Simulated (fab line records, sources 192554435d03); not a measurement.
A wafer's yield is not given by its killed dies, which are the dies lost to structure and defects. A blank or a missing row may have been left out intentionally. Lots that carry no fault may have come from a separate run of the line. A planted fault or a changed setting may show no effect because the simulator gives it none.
Split-lot trial -- flow n5Finfet -- on a route of 1938 steps: 7 lots, 21 wafers read

ON THE SPLIT
At N5_SPACER0_ALD_00 (deposits SiOCN, target thk 3.5 nm, pulse time 3 s, purge time 2 s), the setting aldCycles was moved away from the recipe's 58 on 11 of the 21 wafers read, by -15.5% to +13.8%. All remaining wafers had this setting at the recipe value.

The reading is taken at the split's own step.

THE READING
SiOCN_of_SPACER0_ALD_00.thkNm (the simulator's own value, which no gauge read), in nm, at N5_SPACER0_ALD_00 (deposits SiOCN, target thk 3.5 nm, pulse time 3 s, purge time 2 s). There is no usual value for it anywhere in the file. Here, 10 wafers ran the recipe; their average is 3.6 nm with a standard deviation of 0.08 nm.

wafer,"tool, chamber at the split",aldCycles as run,against the recipe,"SiOCN_of_SPACER0_ALD_00.thkNm, nm",against lot-mates on the recipe
L075.1,"aldSin-01, 1,0",58,recipe,3.6,-
L075.3,"aldSin-01, 1,0",58,recipe,3.6,-
L075.5,"aldSin-01, 3",65,+12.1%,4,+0.4
L078.3,"aldSin-01, 0,3",49,-15.5%,3,-0.6
L078.4,"aldSin-01, 0,3",49,-15.5%,3,-0.6
L078.6,"aldSin-01, 0",58,recipe,3.6,-
L082.1,"aldSin-03, 0,3,2",54,-6.9%,3.2,no lot-mate on the recipe
L082.3,"aldSin-03, 0,3,2",54,-6.9%,3.2,no lot-mate on the recipe
L082.5,"aldSin-03, 0,3,2",54,-6.9%,3.2,no lot-mate on the recipe
L083.4,"aldSin-03, 2",58,recipe,3.6,-
L083.5,"aldSin-03, 1,0",58,recipe,3.4,-
L083.6,"aldSin-03, 1,0",58,recipe,3.4,-
L084.1,"aldSin-04, 1,3",58,recipe,3.6,-
L084.5,"aldSin-04, 1,3",58,recipe,3.6,-
L084.4,"aldSin-04, 3",66,+13.8%,4,+0.4
L087.1,"aldSin-04, 3",65,+12.1%,3.8,no lot-mate on the recipe
L087.2,"aldSin-04, 2,0",65,+12.1%,4,no lot-mate on the recipe
L087.4,"aldSin-04, 2,0",65,+12.1%,4,no lot-mate on the recipe
L093.1,"aldSin-01, 1",63,+8.6%,3.8,+0.2
L093.4,"aldSin-01, 3,1",58,recipe,3.6,-
L093.5,"aldSin-01, 3,1",58,recipe,3.6,-
If several chambers appear in one row, that row covers several wafers at once and the file leaves open which wafer was in which chamber.

FIT RESULTS
A straight line over all 21 wafers: SiOCN_of_SPACER0_ALD_00.thkNm changes by +0.0356 nm for each +1% of aldCycles; r = +0.97; the points scatter about the line by 0.082 nm.
The same after taking each lot's own level away (the mean of its wafers on the recipe; 15 wafers): +0.0345 nm for each +1%; r = +0.98; scatter 0.058 nm.
Per that fit: largest aldCycles move, reading shift of 0.54 nm.
The span of the lots' own levels, 3.47 to 3.60 nm, comes to 1.7 times the standard deviation stated above.
So the lot-to-lot level changes the slope little: the two slopes agree.
Check: -0.534 nm against its lot-mates is what the line predicts for one of the wafers moved furthest among these (-15.5%) when that wafer is left out of the fit. Against them it came out at -0.6 nm.

OTHER SPLITS ON THESE WAFERS
Note: prior to the reading, these wafers also went through further splits. Each is held against what the fit with the lots' levels taken away leaves over:
other split on the same wafers,wafers away from the commonest value,r with SiOCN_of_SPACER0_ALD_00.thkNm (lot level and that fit taken away)
N5_WELL_APT_COAT_19 spinRpm,8,-0.11
N5_WELL_APT_PEB_23 pebTimeS,8,-0.05
N5_FIN_SAQP_SPACER1_ALD_24 tempC,6,+0.00
N5_DUMMY_GATE_ETCH_42 biasW,10,-0.26

THE FILE'S OWN FIT
SiOCN_of_SPACER0_ALD_00.thkNm changes by +0.0328 nm for each +1% of aldCycles, r = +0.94.
